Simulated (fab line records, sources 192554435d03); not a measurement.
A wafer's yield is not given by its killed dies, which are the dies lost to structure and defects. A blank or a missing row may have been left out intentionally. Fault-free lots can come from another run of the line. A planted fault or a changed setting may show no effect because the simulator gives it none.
A struck lot beside a sound one ; flow n5-finfet ; 15 steps out of a route of 1938
Sound: the wafers L107.1, L107.2, L107.5. The struck wafers were L996.1, L996.2, L996.4. The cause comes at the end.
Per side, at each step with rows, come the tool, then ch with its chambers, and then its first start. Under that, the readings that differ: sound wafers ; struck wafers ; difference of the means ; sigmas: that difference in standard deviations of wafers without a fault.
alike: words and numbers the same on both sides, and readings whose means are apart by under 2 such deviations; not compared: readings that were withheld, readings missing a value for some wafer, numbers with overlapping values and no deviation given by the record, and bounds like >300 which may hide the same value.
The two part at a step that has a row with sigmas, a row that says differs or no value, or rows on one side only. When numbers do not overlap yet have no deviation, they are printed without sigmas and do not part them. A reading missing from all wafers of one side parts the sides only when that side holds two or more wafers.

first, 8 steps without rows for these wafers: N5_MIM_TOP_LITHO_HMDS_01 (time 60 s); N5_MIM_TOP_LITHO_COAT_02; N5_MIM_TOP_LITHO_EBR_04; N5_MIM_TOP_LITHO_SOFTBAKE_03 (time 90 s); N5_MIM_TOP_LITHO_EXPOSE_05 (exposes mask MIM TOP, target cd 2000 nm); N5_MIM_TOP_LITHO_PEB_06; N5_MIM_TOP_LITHO_DEVELOP_07 (develop time 60 s); N5_MIM_TOP_LITHO_HARDBAKE_09 (time 120 s).
N5_MIM_TOP_LITHO_CD_MEAS_08: the cd target is 2000 nm.
  sound on cd-sem-03 ch 0, day 17 22:21; struck on cd-sem-03 ch 0, day 16 01:29
  alike: cd-nm
N5_MIM_TOP_LITHO_OVL_MEAS_11:
  sound on overlay-01 ch 0, day 17 22:23; struck on overlay-01 ch 0, day 16 01:31
  alike: MIM_TOP_OVL
N5_MIM_TOP_LITHO_INSPECT_12: inspects for defects (macro).
  sound on defect-inspect-01 at day 17 22:24; struck on defect-inspect-02 at day 16 01:32
  alike: raw-defect-count
N5_MIM_TOP_LITHO_DESCUM_10: chemistry O2, time 7.9 s.
  sound on rie-diel-04 ch 0,1,2, day 17 22:36; struck on rie-diel-04 ch 0,1, day 16 01:40
  alike: bias-power-w, drypump-motor-current-A, oes-product-au, rf-vpp-V, showerhead-plenum-p-Torr, throttle-valve-pct
  not compared: rf-hours-counter-h
N5_MIM_TOP_ETCH_ETCH_00: etches TiN in Cl2/BCl3, target depth 38.5 nm.
  sound on rie-metal-02 ch 0,1, day 17 22:41; struck on rie-metal-03 ch 0,1, day 16 01:47
reading;sound;struck;difference;sigmas
mfc-cl2-sccm (sccm);53.08 53.31 53.33;36.50 36.63 36.34;-16.75;-99 or more
throttle-valve-pct (%);22.87 22.69 22.67;20.66 21.17 20.65;-1.92;-9
  alike: bias-w, drypump-motor-current-A, he-backside-leak-sccm, oes-product-au
  not compared: rf-hours-counter-h
N5_MIM_TOP_ETCH_STRIP_01: strips in O2.
  sound on rie-diel-06 ch 0,2, day 17 22:55; struck on rie-diel-01 ch 0,1,2, day 16 01:56
reading;sound;struck;difference;sigmas
throttle-valve-pct (%);16.22 16.66 16.15;16.95 17.05 16.89;+0.62;+3
  alike: drypump-motor-current-A, oes-product-au, rf-vpp-V, showerhead-plenum-p-Torr
  not compared: rf-hours-counter-h
N5_PASSIVATION_PROBE_49:
  sound wafers here have rows in the record (prober-01, day 18 10:34); struck ones have none

## WHERE THEY PART
First at N5_MIM_TOP_ETCH_ETCH_00; last, within this record, at N5_PASSIVATION_PROBE_49.

WHY: whatever the simulator had introduced
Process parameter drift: rie-metal-03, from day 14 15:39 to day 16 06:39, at N5_MIM_TOP_ETCH_ETCH_00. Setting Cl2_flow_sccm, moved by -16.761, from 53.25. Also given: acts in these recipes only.
